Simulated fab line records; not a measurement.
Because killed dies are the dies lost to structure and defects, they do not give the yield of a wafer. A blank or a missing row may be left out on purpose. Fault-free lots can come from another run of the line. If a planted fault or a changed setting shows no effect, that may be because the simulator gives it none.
fab line records    flow n5_finfet    part 2 of 2: steps 24 to 31 of 31
record: lots: 5  wafers: 15  last_day: 16
route steps=1938 shown TV_LITHO@1886 TV_OPEN@1887 PAD_METAL@1893 PASSIVATION@1897
lots with no fault: from the same line, run without faults
start_h: the number of hours between the record's first day and the start of the first shown wafer of the lot    wait_h: how many hours have passed since the lot's step before this one    " identical to the entry in the row above    L1.1+2: a row that stands for several wafers    - value missing, or start not given    * or withheld: withheld    < > ~ a bound
route shown NAME@n: NAME is a module with steps in the file, n the number in the route of the first one    usual: mean/standard deviation taken from wafers without a fault    same: alike in all rows    chamber/n: place in a boat    sites: the reading at each site    _std_site: standard deviation of those values    _edge_site: outer sites' mean less inner sites'    radius_mm: how far each site lies from the wafer's centre    mask NAME#n: copy n    behind: the tool/chamber that last shaped the wafer    hold: reason for holding the lot/hours on hold/outcome of the hold    device: whichever transistor did not switch (one of n, p or np)    end of line: the same wafers' tests at the end of the route    a step with no rows: only its recipe    killed: count of dies lost to structure and defects at first sort (not the wafer's yield)    map: shows each die of a wafer: x if killed, . if not, _ if none is there
set.NAME: the setting as run; set.NAME@STEP: as run at that earlier step    model.NAME: the simulator's own value behind a step, which no gauge read
a table for each step, a row for each wafer; lots at some steps of the route
services: a tool's chamber out of use, with start hour (start_h, from the record's first day; less than 0 if before it), hours out, and reason
== steps ==
step: N5_PASSIVATION_AL_ETCH_33
recipe: chemistry: Cl2/BCl3  target_depth_a: 28000  over_etch_frac: 0.15  Cl2_flow_sccm: 180  bcl3_flow_sccm: 60  target: Al  stop_on: TaN  time_s: 466.7  ion_energy_ev: 100  pressure_mtorr: 10  icp_w: 900  bias_w: 100
usual: bcl3_flow_sccm: 60.04/0.17  bias_w: 100.0/0.3  drypump_motor_current_A: 5.5/0.37  oes_product_au: 0.71/0.07  throttle_valve_pct: 34.25/0.28
lot.wafer  tool          chamber  start_h  wait_h  bcl3_flow_sccm  bias_w  drypump_motor_current_A  oes_product_au  rf_hours_counter_h  throttle_valve_pct
L081.1     rie_metal-02  1        317.63   0.1     59.97           99.9    5.5                      0.75            22                  34.41
L081.3     "             0        "        "       60.00           99.9    5.2                      0.78            -                   34.30
L081.4     "             1        "        "       59.90           100.0   5.6                      0.75            -                   34.38
L079.1     rie_metal-02  0        332.71   0.1     59.99           100.0   5.2                      0.77            15                  34.28
L079.5     "             0        "        "       60.11           99.8    5.2                      0.78            -                   34.28
L079.6     "             1        "        "       60.31           100.1   5.6                      0.74            -                   34.38
L085.2     rie_metal-01  1        355.34   0.1     60.11           99.9    5.8                      0.59            108                 34.14
L085.4     "             0        "        "       60.23           100.1   5.9                      0.66            -                   33.70
L085.5     "             0        "        "       59.99           100.2   5.9                      0.66            -                   33.69
L090.1     rie_metal-01  0        361.62   0.1     59.92           99.7    5.9                      0.66            56                  33.67
L090.3     "             0        "        "       59.92           99.9    5.9                      0.67            -                   33.67
L090.5     "             0        "        "       59.87           99.8    5.9                      0.67            -                   33.65
L092.1     rie_metal-03  1        388.91   0.1     59.81           100.2   4.9                      0.74            27                  34.54
L092.2     "             0        "        "       60.39           100.2   6.0                      0.61            86                  34.37
L092.3     "             0        "        "       60.00           100.1   6.0                      0.62            -                   34.38
step: N5_PASSIVATION_ETCH_59
recipe: chemistry: Cl2/BCl3  target: TaN  target_depth_a: 650  time_s: 34.9  ion_energy_ev: 100  pressure_mtorr: 10  icp_w: 900  bias_w: 100  Cl2_flow_sccm: 60  bcl3_flow_sccm: 30
usual: bcl3_flow_sccm: 29.98/0.091  bias_w: 99.94/0.27  drypump_motor_current_A: 5.5/0.38  oes_product_au: 0.79/0.081  throttle_valve_pct: 21.06/0.18
lot.wafer  tool          chamber  start_h  wait_h  bcl3_flow_sccm  bias_w  drypump_motor_current_A  oes_product_au  rf_hours_counter_h  throttle_valve_pct
L081.1     rie_metal-02  1        318.03   0.3     29.87           99.41   5.6                      0.82            23                  21.18
L081.3     "             0        "        "       29.98           99.66   5.2                      0.88            -                   21.01
L081.4     "             1        "        "       29.92           99.80   5.5                      0.82            -                   21.16
L079.1     rie_metal-02  0        333.11   0.3     29.93           100.09  5.2                      0.87            16                  21.03
L079.5     "             0        "        "       29.89           99.77   5.2                      0.87            -                   21.03
L079.6     "             1        "        "       30.14           99.60   5.6                      0.81            -                   21.15
L085.2     rie_metal-01  1        355.74   0.3     30.13           99.63   5.8                      0.66            108                 21.05
L085.4     "             0        "        "       30.04           99.97   5.9                      0.72            -                   20.72
L085.5     "             0        "        "       30.17           99.95   5.9                      0.73            -                   20.72
L090.1     rie_metal-01  0        362.42   0.7     30.01           99.71   5.9                      0.73            56                  20.70
L090.3     "             0        "        "       30.07           99.89   5.9                      0.73            -                   20.73
L090.5     "             0        "        "       29.96           99.90   5.9                      0.72            -                   20.70
L092.1     rie_metal-03  1        389.31   0.3     29.91           99.80   4.9                      0.81            27                  21.27
L092.2     "             0        "        "       30.02           100.00  6.0                      0.67            86                  21.22
L092.3     "             0        "        "       30.01           100.39  6.0                      0.66            -                   21.22
step: N5_PASSIVATION_STRIP_34
recipe: chemistry: O2  power_w: 600  temp_c: 60  pressure_mtorr: 30  rf_frequency_hz: 6e+07  bias_power_w: 0  overash_fraction: 2  o2_flow_sccm: 225
usual: drypump_motor_current_A: 5.9/0.58  oes_product_au: 0.81/0.096  rf_vpp_V: 3.9/1.5  showerhead_plenum_p_Torr: 2.14/0.083  throttle_valve_pct: 16.60/0.26
lot.wafer  tool         chamber  start_h  wait_h  drypump_motor_current_A  oes_product_au  rf_hours_counter_h  rf_vpp_V  showerhead_plenum_p_Torr  throttle_valve_pct
L081.1     rie_diel-01  1        318.15   0.1     6.1                      0.77            144                 2.9       2.20                      16.75
L081.3     "            0        "        "       6.8                      0.70            218                 6.4       2.07                      16.85
L081.4     "            3        "        "       5.1                      0.79            100                 3.1       2.01                      16.28
L079.1     rie_diel-01  1        333.22   0.1     6.2                      0.77            149                 4.7       2.19                      16.73
L079.5     "            2        "        "       4.8                      0.67            -                   3.0       1.98                      16.85
L079.6     "            1        "        "       6.1                      0.76            -                   3.1       2.20                      16.73
L085.2     rie_diel-01  1        355.89   0.1     6.2                      0.74            161                 3.5       2.19                      16.80
L085.4     "            1        "        "       6.2                      0.75            -                   3.0       2.19                      16.84
L085.5     "            0        "        "       6.8                      0.66            -                   4.0       2.06                      16.80
L090.1     rie_diel-02  2        362.64   0.2     5.7                      0.76            146                 6.7       2.09                      16.68
L090.3     "            3        "        "       6.0                      0.83            90                  4.5       2.22                      16.81
L090.5     "            3        "        "       6.0                      0.86            -                   2.7       2.22                      16.82
L092.1     rie_diel-02  1        389.43   0.1     6.5                      0.80            95                  3.0       2.19                      16.32
L092.2     "            0        "        "       6.2                      0.90            14                  3.0       2.13                      15.92
L092.3     "            2        "        "       5.7                      0.74            156                 6.5       2.08                      16.75
step: N5_PASSIVATION_STRIP_51
recipe: chemistry: post_etch_residue_remover  time_s: 1200  temp_c: 72.5
lot.wafer   tool          chamber  start_h  wait_h
L081.1+3+4  wet_bench-06  4,0,6    318.22   -
L079.1+5+6  wet_bench-02  7,3,0    333.29   -
L085.2+4+5  wet_bench-06  2,6,5    355.97   -
L090.1+3+5  wet_bench-06  3,2,0    362.70   -
L092.1+2+3  wet_bench-06  2,3,5    389.50   -
step: N5_PASSIVATION_CLEAN_69
recipe: chemistry: IPA  time_s: 180  temp_c: 25
lot.wafer   tool          chamber  start_h  wait_h
L081.1+3+4  wet_bench-06  4,0,6    318.55   0.0
L079.1+5+6  wet_bench-02  7,3,0    333.62   0.0
L085.2+4+5  wet_bench-06  2,6,5    356.33   0.0
L090.1+3+5  wet_bench-06  3,2,0    363.04   0.0
L092.1+2+3  wet_bench-06  2,3,5    389.83   0.0
step: N5_PASSIVATION_SRD_70
recipe: dry: ipa_marangoni  time_s: 30  temp_c: 23  rinse_liquid: diw
lot.wafer   tool          chamber  start_h  wait_h
L081.1+3+4  wet_bench-06  4,0,6    318.60   0.0
L079.1+5+6  wet_bench-02  7,3,0    333.68   0.0
L085.2+4+5  wet_bench-06  2,6,5    356.39   0.0
L090.1+3+5  wet_bench-06  3,2,0    363.09   0.0
L092.1+2+3  wet_bench-06  2,3,5    389.88   0.0
step: N5_PASSIVATION_PECVD_53
recipe: material: SiO2  target_thk_a: 8000  temp_c: 400  precursor: TEOS/O2  pressure_torr: 6.5  rf_w: withheld  teos_flow_sccm: withheld  gas: O2  flow_sccm: 2650  time_s: 169.4
lot.wafer   tool      chamber  start_h  wait_h
L081.1+3+4  pecvd-03  1,0,0    318.65   0.0
L079.1+5+6  pecvd-01  2,1,2    333.72   0.0
L085.2+4+5  pecvd-03  2,2,0    356.44   0.0
L090.1+3+5  pecvd-01  0,2,0    363.14   0.0
L092.1+2+3  pecvd-04  2,0,2    389.93   0.0
step: N5_PASSIVATION_PECVD_35
recipe: material: SiNx  target_thk_a: 7000  temp_c: 400  precursor: SiH4/NH3/N2  pressure_torr: 4.9  rf_w: 1406  time_s: 151.3
usual: heater_power_w: 387/73  showerhead_plenum_p_Torr: 8.72/0.08  throttle_valve_pct: 29.3/1.9
lot.wafer  tool      chamber  start_h  wait_h  heater_power_w  showerhead_plenum_p_Torr  throttle_valve_pct
L081.1     pecvd-03  1        318.76   0.1     408             8.89                      30.1
L081.3     "         0        "        "       482             8.66                      27.9
L081.4     "         0        "        "       495             8.67                      28.5
L079.1     pecvd-01  2        333.83   0.1     422             8.73                      26.6
L079.5     "         1        "        "       270             8.80                      31.9
L079.6     "         2        "        "       453             8.72                      26.3
L085.2     pecvd-03  2        356.55   0.1     332             8.63                      27.4
L085.4     "         2        "        "       353             8.65                      27.5
L085.5     "         0        "        "       454             8.66                      28.0
L090.1     pecvd-01  0        363.25   0.1     408             8.75                      32.4
L090.3     "         2        "        "       456             8.73                      26.4
L090.5     "         0        "        "       423             8.77                      32.8
L092.1     pecvd-04  2        390.10   0.1     446             8.70                      30.7
L092.2     "         0        "        "       301             8.74                      29.8
L092.3     "         2        "        "       470             8.67                      30.3
== services ==
tool            chamber  start_h  hours  kind
krf_scanner-02  -        302.66   3.0    repair
pvd_sputter-02  -        305.59   2.2    repair
rie_diel-02     2        306.72   4.8    repair
pecvd-01        -        310.82   0.3    repair
rie_diel-03     3        317.24   8.8    repair
rie_diel-02     3        317.48   4.5    repair
krf_scanner-02  -        319.46   0.8    pm
pvd_sputter-01  -        326.95   3.2    repair
rie_diel-02     3        329.20   11.3   repair
pecvd-04        0        331.85   8.1    repair
krf_scanner-02  -        332.26   4.4    pm
rie_diel-02     2        332.84   7.0    repair
rie_diel-04     3        334.18   5.4    repair
krf_scanner-01  -        336.64   7.2    pm
rie_metal-03    0        338.21   3.2    repair
krf_scanner-01  -        343.84   1.0    pm
rie_diel-01     3        344.13   12.7   repair
krf_scanner-01  -        344.84   0.8    pm
pecvd-04        -        348.15   0.5    repair
pvd_sputter-02  -        360.36   9.0    repair
wet_bench-05    -        366.54   3.4    repair
pvd_sputter-02  -        373.64   2.1    repair
krf_scanner-02  -        377.26   0.9    repair
rie_diel-02     0        379.82   4.5    repair
